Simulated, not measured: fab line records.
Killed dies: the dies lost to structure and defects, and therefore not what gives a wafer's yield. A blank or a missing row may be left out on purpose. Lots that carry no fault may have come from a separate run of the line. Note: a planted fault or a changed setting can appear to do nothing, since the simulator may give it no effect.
fab line records + flow n5_finfet + part 1 of 2: steps 1 to 4 of 6
record
- lots=23
- wafers=69
- last_day=18
route steps=1938 shown BEOL_M5@1187 BEOL_M6@1209
lots that met no fault: taken from a fault-free run of the same line
start_h: the number of hours between the record's first day and the start of the first shown wafer of the lot + wait_h: hours elapsed since this lot's preceding step + " unchanged from the row above + L1.1+2: a row that stands for several wafers + - no value, or no start was given + * or withheld: withheld + < > ~ a bound
route shown NAME@n: a module of which the file shows steps, and the number in the route of the first + usual: the fault-free wafers' mean and standard deviation + same: alike in all rows + chamber/n: place in a boat + sites: readings site by site + _std_site: standard deviation of those values + _edge_site: the outer-site mean with the inner-site mean subtracted + radius_mm: how far each site lies from the wafer's centre + mask NAME#n: copy n + behind: tool/chamber where the wafer was last shaped + hold: what put the lot on hold/how long, in hours/how the hold closed + device: the transistor (n, p or np) that didn't switch + end of line: the tests these same wafers got at the end of their route + a step without rows: its recipe alone + killed: dies lost to structure and defects at the first sort, not the wafer's yield + map: shows each die of a wafer: x if killed, . if not, _ if none is there
set.NAME: setting as actually run; set.NAME@STEP: the setting as run at that earlier step + model.NAME: the simulator's own value behind a step, which no gauge read
route steps across a sampled set of lots; one table per step, one row per wafer
services: a tool's chamber out of use, with start hour (start_h, from the record's first day; less than 0 if before it), hours out, and reason
## steps
# step N5_BEOL_M5_THK_MEAS_53
# recipe
- thk_meas_gauge=xrf
- reads=Cu_of_BEOL_M5_ECD_50
# usual
- M5_THK=61.9/2.5
| lot.wafer | tool          | chamber | start_h | wait_h | M5_THK[nm] |
|-----------|---------------|---------|---------|--------|------------|
| L074.1    | film_metro-02 | -       | 188.22  | -      | 56.5       |
| L074.4    | "             | -       | "       | "      | 57.4       |
| L074.6    | "             | -       | "       | "      | 56.9       |
| L075.2    | film_metro-02 | -       | 192.37  | -      | 61.2       |
| L075.3    | "             | -       | "       | "      | 65.0       |
| L075.6    | "             | -       | "       | "      | 62.1       |
| L076.1    | film_metro-01 | -       | 216.98  | -      | 61.3       |
| L076.3    | "             | -       | "       | "      | 62.0       |
| L076.6    | "             | -       | "       | "      | 60.6       |
| L078.2    | film_metro-01 | -       | 217.50  | -      | 61.1       |
| L078.3    | "             | -       | "       | "      | 64.2       |
| L078.5    | "             | -       | "       | "      | 63.9       |
| L081.1    | film_metro-01 | -       | 222.66  | -      | 63.3       |
| L081.2    | "             | -       | "       | "      | 59.1       |
| L081.4    | "             | -       | "       | "      | 60.8       |
| L080.1    | film_metro-01 | -       | 230.16  | -      | 61.9       |
| L080.3    | "             | -       | "       | "      | 60.3       |
| L080.5    | "             | -       | "       | "      | 63.1       |
| L077.2    | film_metro-02 | -       | 230.23  | -      | 61.3       |
| L077.4    | "             | -       | "       | "      | 59.6       |
| L077.6    | "             | -       | "       | "      | 65.1       |
| L082.2    | film_metro-02 | -       | 235.13  | -      | 60.8       |
| L082.3    | "             | -       | "       | "      | 63.5       |
| L082.4    | "             | -       | "       | "      | 59.8       |
| L083.1    | film_metro-01 | -       | 237.97  | -      | 62.0       |
| L083.5    | "             | -       | "       | "      | 61.5       |
| L083.6    | "             | -       | "       | "      | 63.1       |
| L084.3    | film_metro-01 | -       | 245.06  | -      | 59.9       |
| L084.4    | "             | -       | "       | "      | 57.0       |
| L084.6    | "             | -       | "       | "      | 61.2       |
| L085.1    | film_metro-02 | -       | 256.10  | -      | 60.8       |
| L085.3    | "             | -       | "       | "      | 62.9       |
| L085.5    | "             | -       | "       | "      | 60.3       |
| L086.1    | film_metro-01 | -       | 264.51  | -      | 60.6       |
| L086.3    | "             | -       | "       | "      | 65.0       |
| L086.6    | "             | -       | "       | "      | 64.1       |
| L087.2    | film_metro-02 | -       | 267.00  | -      | 62.4       |
| L087.5    | "             | -       | "       | "      | 62.0       |
| L087.6    | "             | -       | "       | "      | 64.2       |
| L088.1    | film_metro-01 | -       | 281.50  | -      | 61.2       |
| L088.4    | "             | -       | "       | "      | 61.2       |
| L088.5    | "             | -       | "       | "      | 58.7       |
| L091.2    | film_metro-01 | -       | 282.60  | -      | 62.1       |
| L091.3    | "             | -       | "       | "      | 62.5       |
| L091.5    | "             | -       | "       | "      | 66.0       |
| L089.1    | film_metro-01 | -       | 287.75  | -      | 63.4       |
| L089.4    | "             | -       | "       | "      | 65.8       |
| L089.6    | "             | -       | "       | "      | 60.5       |
| L090.3    | film_metro-01 | -       | 293.22  | -      | 64.2       |
| L090.4    | "             | -       | "       | "      | 65.7       |
| L090.6    | "             | -       | "       | "      | 63.7       |
| L093.3    | film_metro-01 | -       | 299.14  | -      | 59.5       |
| L093.5    | "             | -       | "       | "      | 62.1       |
| L093.6    | "             | -       | "       | "      | 61.7       |
| L092.1    | film_metro-01 | -       | 303.55  | -      | 58.9       |
| L092.2    | "             | -       | "       | "      | 63.1       |
| L092.5    | "             | -       | "       | "      | 61.1       |
| L094.2    | film_metro-01 | -       | 303.84  | -      | 61.2       |
| L094.3    | "             | -       | "       | "      | 61.3       |
| L094.6    | "             | -       | "       | "      | 60.5       |
| L095.2    | film_metro-02 | -       | 320.61  | -      | 63.8       |
| L095.5    | "             | -       | "       | "      | 59.3       |
| L095.6    | "             | -       | "       | "      | 61.7       |
| L097.2    | film_metro-02 | -       | 326.71  | -      | 60.6       |
| L097.3    | "             | -       | "       | "      | 59.5       |
| L097.6    | "             | -       | "       | "      | 58.7       |
| L096.4    | film_metro-01 | -       | 326.85  | -      | 60.0       |
| L096.5    | "             | -       | "       | "      | 61.3       |
| L096.6    | "             | -       | "       | "      | 61.9       |
# step N5_BEOL_M6_INSPECT_13
# recipe
- mode=adi
- inspect_instrument=brightfield
# usual
- raw_defect_count=426/96
| lot.wafer | tool              | chamber | start_h | wait_h | raw_defect_count |
|-----------|-------------------|---------|---------|--------|------------------|
| L074.1    | defect_inspect-01 | -       | 190.50  | 0.0    | 382              |
| L074.4    | "                 | -       | "       | "      | 431              |
| L074.6    | "                 | -       | "       | "      | 450              |
| L075.2    | defect_inspect-01 | -       | 193.99  | 0.0    | 499              |
| L075.3    | "                 | -       | "       | "      | 401              |
| L075.6    | "                 | -       | "       | "      | 398              |
| L076.1    | defect_inspect-01 | -       | 220.71  | 0.0    | 345              |
| L076.3    | "                 | -       | "       | "      | 394              |
| L076.6    | "                 | -       | "       | "      | 373              |
| L078.2    | defect_inspect-01 | -       | 220.87  | 0.0    | 431              |
| L078.3    | "                 | -       | "       | "      | 509              |
| L078.5    | "                 | -       | "       | "      | 318              |
| L081.1    | defect_inspect-02 | -       | 225.25  | 0.0    | 402              |
| L081.2    | "                 | -       | "       | "      | 343              |
| L081.4    | "                 | -       | "       | "      | 364              |
| L080.1    | defect_inspect-01 | -       | 235.09  | 0.0    | 567              |
| L080.3    | "                 | -       | "       | "      | 454              |
| L080.5    | "                 | -       | "       | "      | 477              |
| L077.2    | defect_inspect-02 | -       | 235.25  | 0.0    | 510              |
| L077.4    | "                 | -       | "       | "      | 338              |
| L077.6    | "                 | -       | "       | "      | 287              |
| L082.2    | defect_inspect-02 | -       | 238.76  | 0.0    | 382              |
| L082.3    | "                 | -       | "       | "      | 459              |
| L082.4    | "                 | -       | "       | "      | 396              |
| L083.1    | defect_inspect-02 | -       | 240.23  | 0.0    | 516              |
| L083.5    | "                 | -       | "       | "      | 494              |
| L083.6    | "                 | -       | "       | "      | 401              |
| L084.3    | defect_inspect-02 | -       | 247.22  | 0.0    | 346              |
| L084.4    | "                 | -       | "       | "      | 587              |
| L084.6    | "                 | -       | "       | "      | 440              |
| L085.1    | defect_inspect-01 | -       | 258.65  | 0.0    | 307              |
| L085.3    | "                 | -       | "       | "      | 304              |
| L085.5    | "                 | -       | "       | "      | 314              |
| L086.1    | defect_inspect-01 | -       | 267.58  | 0.0    | 528              |
| L086.3    | "                 | -       | "       | "      | 502              |
| L086.6    | "                 | -       | "       | "      | 415              |
| L087.2    | defect_inspect-01 | -       | 268.85  | 0.0    | 371              |
| L087.5    | "                 | -       | "       | "      | 279              |
| L087.6    | "                 | -       | "       | "      | 486              |
| L088.1    | defect_inspect-01 | -       | 282.94  | 0.0    | 410              |
| L088.4    | "                 | -       | "       | "      | 262              |
| L088.5    | "                 | -       | "       | "      | 401              |
| L091.2    | defect_inspect-02 | -       | 286.83  | 0.0    | 423              |
| L091.3    | "                 | -       | "       | "      | 390              |
| L091.5    | "                 | -       | "       | "      | 459              |
| L089.1    | defect_inspect-01 | -       | 290.42  | 0.0    | 444              |
| L089.4    | "                 | -       | "       | "      | 386              |
| L089.6    | "                 | -       | "       | "      | 322              |
| L090.3    | defect_inspect-01 | -       | 296.82  | 0.0    | 277              |
| L090.4    | "                 | -       | "       | "      | 336              |
| L090.6    | "                 | -       | "       | "      | 243              |
| L093.3    | defect_inspect-02 | -       | 301.42  | 0.0    | 261              |
| L093.5    | "                 | -       | "       | "      | 388              |
| L093.6    | "                 | -       | "       | "      | 313              |
| L092.1    | defect_inspect-02 | -       | 304.99  | 0.0    | 481              |
| L092.2    | "                 | -       | "       | "      | 404              |
| L092.5    | "                 | -       | "       | "      | 454              |
| L094.2    | defect_inspect-02 | -       | 307.12  | 0.0    | 391              |
| L094.3    | "                 | -       | "       | "      | 549              |
| L094.6    | "                 | -       | "       | "      | 427              |
| L095.2    | defect_inspect-01 | -       | 326.44  | 0.0    | 437              |
| L095.5    | "                 | -       | "       | "      | 554              |
| L095.6    | "                 | -       | "       | "      | 409              |
| L097.2    | defect_inspect-02 | -       | 329.92  | 0.0    | 418              |
| L097.3    | "                 | -       | "       | "      | 536              |
| L097.6    | "                 | -       | "       | "      | 632              |
| L096.4    | defect_inspect-01 | -       | 330.08  | 0.0    | 320              |
| L096.5    | "                 | -       | "       | "      | 319              |
| L096.6    | "                 | -       | "       | "      | 281              |
# step N5_BEOL_M6_STRIP_19
# recipe
- chemistry=O2
- power_w=400
- temp_c=40
- pressure_mtorr=30
- rf_frequency_hz=6e+07
- bias_power_w=0
- overash_fraction=0.2
- o2_flow_sccm=225
# usual
- drypump_motor_current_A=6.0/0.43
- oes_product_au=0.80/0.091
- rf_vpp_V=3.7/0.58
- showerhead_plenum_p_Torr=2.12/0.078
- throttle_valve_pct=16.60/0.24
| lot.wafer | tool        | chamber | start_h | wait_h | drypump_motor_current_A | oes_product_au | rf_hours_counter_h | rf_vpp_V | showerhead_plenum_p_Torr | throttle_valve_pct |
|-----------|-------------|---------|---------|--------|-------------------------|----------------|--------------------|----------|--------------------------|--------------------|
| L074.1    | rie_diel-06 | 1       | 191.02  | 0.2    | 5.8                     | 0.81           | 95                 | 3.0      | 2.04                     | 16.52              |
| L074.4    | "           | 3       | "       | "      | 6.4                     | 0.78           | -                  | 3.0      | 2.20                     | 16.63              |
| L074.6    | "           | 0       | "       | "      | 6.4                     | 0.74           | -                  | 4.6      | 2.09                     | 16.44              |
| L075.2    | rie_diel-02 | 2       | 194.42  | 0.1    | 5.8                     | 0.70           | 243                | 3.6      | 2.06                     | 16.73              |
| L075.3    | "           | 0       | "       | "      | 5.8                     | 0.72           | 183                | 4.2      | 2.02                     | 16.69              |
| L075.6    | "           | 1       | "       | "      | 6.3                     | 0.84           | -                  | 5.1      | 2.13                     | 16.63              |
| L076.1    | rie_diel-06 | 1       | 221.13  | 0.1    | 5.7                     | 0.80           | 105                | 2.5      | 2.04                     | 16.56              |
| L076.3    | "           | 2       | "       | "      | 4.9                     | 0.70           | 228                | 4.2      | 2.09                     | 16.80              |
| L076.6    | "           | 3       | "       | "      | 6.4                     | 0.77           | -                  | 3.8      | 2.20                     | 16.67              |
| L078.2    | rie_diel-02 | 3       | 221.30  | 0.1    | 6.8                     | 0.67           | 249                | 3.6      | 2.05                     | 17.12              |
| L078.3    | "           | 0       | "       | "      | 5.8                     | 0.70           | 195                | 3.5      | 2.01                     | 16.71              |
| L078.5    | "           | 0       | "       | "      | 5.8                     | 0.70           | -                  | 4.1      | 2.01                     | 16.69              |
| L081.1    | rie_diel-02 | 0       | 225.98  | 0.1    | 5.8                     | 0.70           | 198                | 3.2      | 2.01                     | 16.72              |
| L081.2    | "           | 3       | "       | "      | 6.8                     | 0.68           | 252                | 4.1      | 2.04                     | 17.14              |
| L081.4    | "           | 0       | "       | "      | 5.8                     | 0.71           | -                  | 3.0      | 2.01                     | 16.72              |
| L080.1    | rie_diel-04 | 2       | 235.78  | 0.3    | 6.0                     | 0.81           | 97                 | 3.5      | 2.19                     | 16.59              |
| L080.3    | "           | 3       | "       | "      | 5.9                     | 0.96           | 8                  | 4.0      | 2.24                     | 16.08              |
| L080.5    | "           | 0       | "       | "      | 5.9                     | 0.84           | -                  | 4.1      | 2.20                     | 16.75              |
| L077.2    | rie_diel-04 | 3       | 235.82  | 0.2    | 5.8                     | 0.96           | 8                  | 3.3      | 2.24                     | 16.10              |
| L077.4    | "           | 0       | "       | "      | 5.9                     | 0.85           | 59                 | 4.1      | 2.20                     | 16.73              |
| L077.6    | "           | 1       | "       | "      | 5.8                     | 0.92           | -                  | 3.3      | 2.13                     | 16.41              |
| L082.2    | rie_diel-04 | 3       | 239.58  | 0.2    | 5.8                     | 0.95           | 10                 | 3.7      | 2.24                     | 16.09              |
| L082.3    | "           | 0       | "       | "      | 5.9                     | 0.85           | 61                 | 4.0      | 2.20                     | 16.73              |
| L082.4    | "           | 1       | "       | "      | 5.8                     | 0.93           | 16                 | 3.4      | 2.13                     | 16.39              |
| L083.1    | rie_diel-06 | 3       | 240.75  | 0.2    | 6.4                     | 0.76           | 154                | 3.1      | 2.19                     | 16.67              |
| L083.5    | "           | 3       | "       | "      | 6.4                     | 0.76           | -                  | 3.8      | 2.19                     | 16.69              |
| L083.6    | "           | 2       | "       | "      | 4.9                     | 0.69           | -                  | 4.6      | 2.08                     | 16.82              |
| L084.3    | rie_diel-04 | 0       | 247.94  | 0.3    | 5.9                     | 0.85           | 64                 | 3.3      | 2.20                     | 16.74              |
| L084.4    | "           | 3       | "       | "      | 5.8                     | 0.94           | 12                 | 3.3      | 2.24                     | 16.07              |
| L084.6    | "           | 3       | "       | "      | 5.8                     | 0.94           | -                  | 3.5      | 2.24                     | 16.06              |
| L085.1    | rie_diel-06 | 2       | 259.17  | 0.1    | 4.9                     | 0.71           | 244                | 4.2      | 2.08                     | 16.81              |
| L085.3    | "           | 3       | "       | "      | 6.4                     | 0.75           | 161                | 4.0      | 2.19                     | 16.68              |
| L085.5    | "           | 3       | "       | "      | 6.4                     | 0.75           | -                  | 3.5      | 2.19                     | 16.68              |
| L086.1    | rie_diel-04 | 0       | 268.38  | 0.1    | 5.9                     | 0.85           | 71                 | 2.6      | 2.20                     | 16.75              |
| L086.3    | "           | 2       | "       | "      | 5.9                     | 0.81           | 109                | 4.4      | 2.18                     | 16.61              |
| L086.6    | "           | 0       | "       | "      | 5.9                     | 0.85           | -                  | 3.4      | 2.20                     | 16.75              |
| L087.2    | rie_diel-04 | 0       | 269.29  | 0.1    | 5.9                     | 0.84           | 71                 | 3.5      | 2.20                     | 16.76              |
| L087.5    | "           | 2       | "       | "      | 5.9                     | 0.79           | -                  | 4.6      | 2.18                     | 16.63              |
| L087.6    | "           | 3       | "       | "      | 5.8                     | 0.92           | -                  | 2.8      | 2.24                     | 16.10              |
| L088.1    | rie_diel-04 | 2       | 283.46  | 0.2    | 6.0                     | 0.80           | 115                | 3.4      | 2.18                     | 16.61              |
| L088.4    | "           | 1       | "       | "      | 5.8                     | 0.90           | 31                 | 3.5      | 2.13                     | 16.42              |
| L088.5    | "           | 1       | "       | "      | 5.8                     | 0.89           | -                  | 3.0      | 2.13                     | 16.43              |
| L091.2    | rie_diel-02 | 3       | 287.26  | 0.1    | 6.8                     | 0.94           | 10                 | 4.3      | 2.04                     | 16.61              |
| L091.3    | "           | 0       | "       | "      | 5.8                     | 0.69           | 222                | 3.9      | 2.01                     | 16.75              |
| L091.5    | "           | 3       | "       | "      | 6.8                     | 0.93           | -                  | 4.1      | 2.04                     | 16.63              |
| L089.1    | rie_diel-06 | 3       | 290.84  | 0.1    | 6.4                     | 0.75           | 174                | 3.3      | 2.19                     | 16.73              |
| L089.4    | "           | 1       | "       | "      | 5.8                     | 0.77           | -                  | 3.6      | 2.03                     | 16.61              |
| L089.6    | "           | 0       | "       | "      | 6.3                     | 0.71           | -                  | 3.2      | 2.08                     | 16.53              |
| L090.3    | rie_diel-06 | 1       | 297.59  | 0.1    | 5.7                     | 0.77           | 136                | 4.1      | 2.03                     | 16.61              |
| L090.4    | "           | 0       | "       | "      | 6.4                     | 0.71           | 180                | 4.5      | 2.08                     | 16.52              |
| L090.6    | "           | 1       | "       | "      | 5.8                     | 0.77           | -                  | 3.6      | 2.03                     | 16.62              |
| L093.3    | rie_diel-02 | 2       | 301.92  | 0.1    | 5.8                     | 0.93           | 25                 | 4.2      | 2.05                     | 16.36              |
| L093.5    | "           | 3       | "       | "      | 6.8                     | 0.91           | -                  | 3.2      | 2.04                     | 16.63              |
| L093.6    | "           | 0       | "       | "      | 5.8                     | 0.67           | -                  | 3.6      | 2.00                     | 16.76              |
| L092.1    | rie_diel-02 | 1       | 305.42  | 0.1    | 6.3                     | 0.80           | 103                | 4.6      | 2.12                     | 16.69              |
| L092.2    | "           | 2       | "       | "      | 5.9                     | 0.93           | 27                 | 4.6      | 2.05                     | 16.35              |
| L092.5    | "           | 1       | "       | "      | 6.3                     | 0.79           | -                  | 4.3      | 2.12                     | 16.71              |
| L094.2    | rie_diel-06 | 1       | 307.59  | 0.1    | 5.7                     | 0.76           | 140                | 3.2      | 2.02                     | 16.61              |
| L094.3    | "           | 0       | "       | "      | 6.4                     | 0.70           | 184                | 4.3      | 2.08                     | 16.52              |
| L094.6    | "           | 2       | "       | "      | 5.0                     | 0.97           | -                  | 3.0      | 2.08                     | 16.42              |
| L095.2    | rie_diel-04 | 2       | 326.92  | 0.1    | 6.0                     | 0.77           | 130                | 3.8      | 2.18                     | 16.65              |
| L095.5    | "           | 3       | "       | "      | 5.8                     | 0.89           | -                  | 3.6      | 2.23                     | 16.15              |
| L095.6    | "           | 0       | "       | "      | 5.9                     | 0.80           | -                  | 4.1      | 2.19                     | 16.84              |
| L097.2    | rie_diel-02 | 0       | 330.37  | 0.1    | 5.8                     | 0.67           | 239                | 3.2      | 2.00                     | 16.79              |
| L097.3    | "           | 2       | "       | "      | 5.8                     | 0.90           | 36                 | 3.2      | 2.04                     | 16.36              |
| L097.6    | "           | 1       | "       | "      | 6.3                     | 0.78           | -                  | 3.4      | 2.11                     | 16.72              |
| L096.4    | rie_diel-04 | 1       | 330.51  | 0.1    | 5.9                     | 0.86           | 48                 | 4.9      | 2.12                     | 16.46              |
| L096.5    | "           | 0       | "       | "      | 5.9                     | 0.80           | -                  | 4.1      | 2.19                     | 16.81              |
| L096.6    | "           | 3       | "       | "      | 5.8                     | 0.89           | -                  | 3.2      | 2.23                     | 16.15              |
# step N5_BEOL_M6_DESCUM_33
# recipe
- chemistry=O2
- time_s=7
- source_power_w=50
- bias_power_w=20
- pressure_mtorr=20
- rf_frequency_hz=2.712e+07
- temp_c=40
- resist=CAR-EUV
- o2_flow_sccm=225
# usual
- drypump_motor_current_A=5.9/0.48
- oes_product_au=0.80/0.087
- rf_vpp_V=243.6/1.5
- showerhead_plenum_p_Torr=2.12/0.071
- throttle_valve_pct=20.34/0.21
| lot.wafer | tool        | chamber | start_h | wait_h | drypump_motor_current_A | oes_product_au | rf_hours_counter_h | rf_vpp_V | showerhead_plenum_p_Torr | throttle_valve_pct |
|-----------|-------------|---------|---------|--------|-------------------------|----------------|--------------------|----------|--------------------------|--------------------|
| L074.1    | rie_diel-02 | 0       | 192.43  | 0.0    | 5.8                     | 0.72           | 183                | 240.4    | 2.01                     | 20.41              |
| L074.4    | "           | 2       | "       | "      | 5.8                     | 0.70           | 242                | 244.2    | 2.05                     | 20.44              |
| L074.6    | "           | 1       | "       | "      | 6.3                     | 0.84           | -                  | 244.5    | 2.13                     | 20.46              |
| L075.2    | rie_diel-06 | 3       | 195.91  | 0.3    | 6.4                     | 0.77           | 138                | 243.8    | 2.20                     | 20.49              |
| L075.3    | "           | 1       | "       | "      | 5.8                     | 0.80           | 96                 | 241.6    | 2.04                     | 20.26              |
| L075.6    | "           | 3       | "       | "      | 6.4                     | 0.78           | -                  | 244.5    | 2.20                     | 20.49              |
| L076.1    | rie_diel-04 | 2       | 221.86  | 0.0    | 5.9                     | 0.81           | 93                 | 244.3    | 2.19                     | 20.32              |
| L076.3    | "           | 0       | "       | "      | 5.9                     | 0.85           | 56                 | 247.1    | 2.20                     | 20.53              |
| L076.6    | "           | 2       | "       | "      | 6.0                     | 0.82           | -                  | 245.4    | 2.19                     | 20.33              |
| L078.2    | rie_diel-06 | 0       | 222.05  | 0.1    | 6.4                     | 0.72           | 150                | 242.7    | 2.09                     | 20.20              |
| L078.3    | "           | 2       | "       | "      | 4.9                     | 0.70           | 229                | 243.1    | 2.08                     | 20.58              |
| L078.5    | "           | 3       | "       | "      | 6.4                     | 0.76           | -                  | 242.8    | 2.19                     | 20.49              |
| L081.1    | rie_diel-06 | 0       | 227.73  | 0.3    | 6.4                     | 0.73           | 152                | 243.2    | 2.09                     | 20.21              |
| L081.2    | "           | 1       | "       | "      | 5.8                     | 0.79           | 108                | 242.0    | 2.03                     | 20.29              |
| L081.4    | "           | 2       | "       | "      | 4.9                     | 0.70           | 231                | 242.3    | 2.08                     | 20.58              |
| L080.1    | rie_diel-04 | 1       | 238.30  | 0.4    | 5.8                     | 0.93           | 16                 | 243.3    | 2.13                     | 20.16              |
| L080.3    | "           | 2       | "       | "      | 5.9                     | 0.81           | 98                 | 246.4    | 2.18                     | 20.32              |
| L080.5    | "           | 2       | "       | "      | 5.9                     | 0.81           | -                  | 244.7    | 2.18                     | 20.33              |
| L077.2    | rie_diel-06 | 0       | 238.66  | 0.7    | 6.4                     | 0.73           | 156                | 243.4    | 2.09                     | 20.22              |
| L077.4    | "           | 3       | "       | "      | 6.4                     | 0.77           | 153                | 244.3    | 2.19                     | 20.51              |
| L077.6    | "           | 1       | "       | "      | 5.8                     | 0.79           | -                  | 242.3    | 2.03                     | 20.30              |
| L082.2    | rie_diel-06 | 2       | 243.57  | 0.0    | 4.9                     | 0.70           | 237                | 243.1    | 2.08                     | 20.59              |
| L082.3    | "           | 0       | "       | "      | 6.4                     | 0.73           | 158                | 243.3    | 2.08                     | 20.21              |
| L082.4    | "           | 3       | "       | "      | 6.4                     | 0.76           | 155                | 244.6    | 2.19                     | 20.51              |
| L083.1    | rie_diel-04 | 3       | 243.62  | 0.0    | 5.8                     | 0.95           | 11                 | 244.8    | 2.24                     | 19.81              |
| L083.5    | "           | 0       | "       | "      | 5.9                     | 0.84           | -                  | 246.4    | 2.20                     | 20.54              |
| L083.6    | "           | 1       | "       | "      | 5.8                     | 0.92           | -                  | 243.1    | 2.13                     | 20.19              |
| L084.3    | rie_diel-04 | 0       | 248.64  | 0.1    | 5.9                     | 0.85           | 64                 | 244.4    | 2.20                     | 20.55              |
| L084.4    | "           | 2       | "       | "      | 6.0                     | 0.81           | 102                | 243.8    | 2.18                     | 20.34              |
| L084.6    | "           | 2       | "       | "      | 6.0                     | 0.80           | -                  | 245.2    | 2.18                     | 20.33              |
| L085.1    | rie_diel-06 | 1       | 260.80  | 0.0    | 5.8                     | 0.77           | 121                | 241.0    | 2.03                     | 20.32              |
| L085.3    | "           | 0       | "       | "      | 6.4                     | 0.72           | 165                | 243.9    | 2.08                     | 20.21              |
| L085.5    | "           | 0       | "       | "      | 6.4                     | 0.73           | -                  | 242.2    | 2.08                     | 20.22              |
| L086.1    | rie_diel-02 | 2       | 270.89  | 0.0    | 5.8                     | 0.95           | 14                 | 242.6    | 2.05                     | 20.13              |
| L086.3    | "           | 3       | "       | "      | 6.8                     | 0.95           | 5                  | 242.9    | 2.04                     | 20.36              |
| L086.6    | "           | 2       | "       | "      | 5.8                     | 0.95           | -                  | 243.8    | 2.05                     | 20.12              |
| L087.2    | rie_diel-06 | 1       | 271.30  | 0.4    | 5.8                     | 0.78           | 125                | 242.6    | 2.03                     | 20.33              |
| L087.5    | "           | 2       | "       | "      | 4.9                     | 0.69           | -                  | 242.9    | 2.07                     | 20.60              |
| L087.6    | "           | 3       | "       | "      | 6.4                     | 0.75           | -                  | 245.0    | 2.19                     | 20.52              |
| L088.1    | rie_diel-06 | 1       | 285.18  | 0.0    | 5.7                     | 0.77           | 131                | 241.9    | 2.02                     | 20.32              |
| L088.4    | "           | 0       | "       | "      | 6.3                     | 0.71           | -                  | 244.2    | 2.08                     | 20.22              |
| L088.5    | "           | 3       | "       | "      | 6.4                     | 0.75           | -                  | 244.7    | 2.18                     | 20.52              |
| L091.2    | rie_diel-04 | 0       | 289.54  | 0.5    | 5.9                     | 0.84           | 78                 | 244.6    | 2.19                     | 20.58              |
| L091.3    | "           | 3       | "       | "      | 5.8                     | 0.92           | 29                 | 246.4    | 2.23                     | 19.84              |
| L091.5    | "           | 1       | "       | "      | 5.8                     | 0.87           | -                  | 246.2    | 2.12                     | 20.18              |
| L089.1    | rie_diel-02 | 3       | 292.14  | 0.1    | 6.8                     | 0.93           | 12                 | 242.6    | 2.03                     | 20.37              |
| L089.4    | "           | 2       | "       | "      | 5.8                     | 0.93           | 22                 | 243.7    | 2.04                     | 20.14              |
| L089.6    | "           | 3       | "       | "      | 6.8                     | 0.92           | -                  | 243.8    | 2.04                     | 20.36              |
| L090.3    | rie_diel-06 | 1       | 302.22  | 0.1    | 5.7                     | 0.77           | 138                | 240.7    | 2.02                     | 20.33              |
| L090.4    | "           | 3       | "       | "      | 6.4                     | 0.74           | 178                | 245.9    | 2.18                     | 20.55              |
| L090.6    | "           | 3       | "       | "      | 6.4                     | 0.74           | -                  | 243.6    | 2.18                     | 20.55              |
| L093.3    | rie_diel-04 | 2       | 302.47  | 0.1    | 5.9                     | 0.78           | 122                | 245.2    | 2.18                     | 20.35              |
| L093.5    | "           | 1       | "       | "      | 5.9                     | 0.87           | -                  | 243.4    | 2.12                     | 20.19              |
| L093.6    | "           | 0       | "       | "      | 5.9                     | 0.83           | -                  | 242.6    | 2.19                     | 20.58              |
| L092.1    | rie_diel-04 | 3       | 306.68  | 0.4    | 5.8                     | 0.90           | 34                 | 243.2    | 2.23                     | 19.84              |
| L092.2    | "           | 1       | "       | "      | 5.9                     | 0.87           | 39                 | 244.3    | 2.12                     | 20.21              |
| L092.5    | "           | 0       | "       | "      | 5.9                     | 0.83           | -                  | 245.2    | 2.19                     | 20.58              |
| L094.2    | rie_diel-06 | 0       | 308.46  | 0.0    | 6.4                     | 0.70           | 185                | 243.6    | 2.08                     | 20.24              |
| L094.3    | "           | 2       | "       | "      | 4.9                     | 0.96           | 5                  | 241.9    | 2.07                     | 20.28              |
| L094.6    | "           | 2       | "       | "      | 4.9                     | 0.96           | -                  | 244.5    | 2.07                     | 20.26              |
| L095.2    | rie_diel-04 | 3       | 329.24  | 0.1    | 5.8                     | 0.89           | 41                 | 245.6    | 2.23                     | 19.86              |
| L095.5    | "           | 3       | "       | "      | 5.8                     | 0.90           | -                  | 244.8    | 2.23                     | 19.87              |
| L095.6    | "           | 2       | "       | "      | 6.0                     | 0.77           | -                  | 244.2    | 2.17                     | 20.38              |
| L097.2    | rie_diel-02 | 2       | 334.79  | 0.2    | 5.8                     | 0.90           | 37                 | 243.3    | 2.04                     | 20.16              |
| L097.3    | "           | 0       | "       | "      | 5.8                     | 0.67           | 240                | 240.6    | 1.99                     | 20.51              |
| L097.6    | "           | 0       | "       | "      | 5.8                     | 0.67           | -                  | 240.2    | 1.99                     | 20.52              |
| L096.4    | rie_diel-06 | 1       | 334.90  | 0.3    | 5.7                     | 0.76           | 150                | 240.8    | 2.02                     | 20.36              |
| L096.5    | "           | 2       | "       | "      | 4.9                     | 0.95           | -                  | 243.1    | 2.07                     | 20.26              |
| L096.6    | "           | 3       | "       | "      | 6.4                     | 0.73           | -                  | 244.7    | 2.18                     | 20.55              |
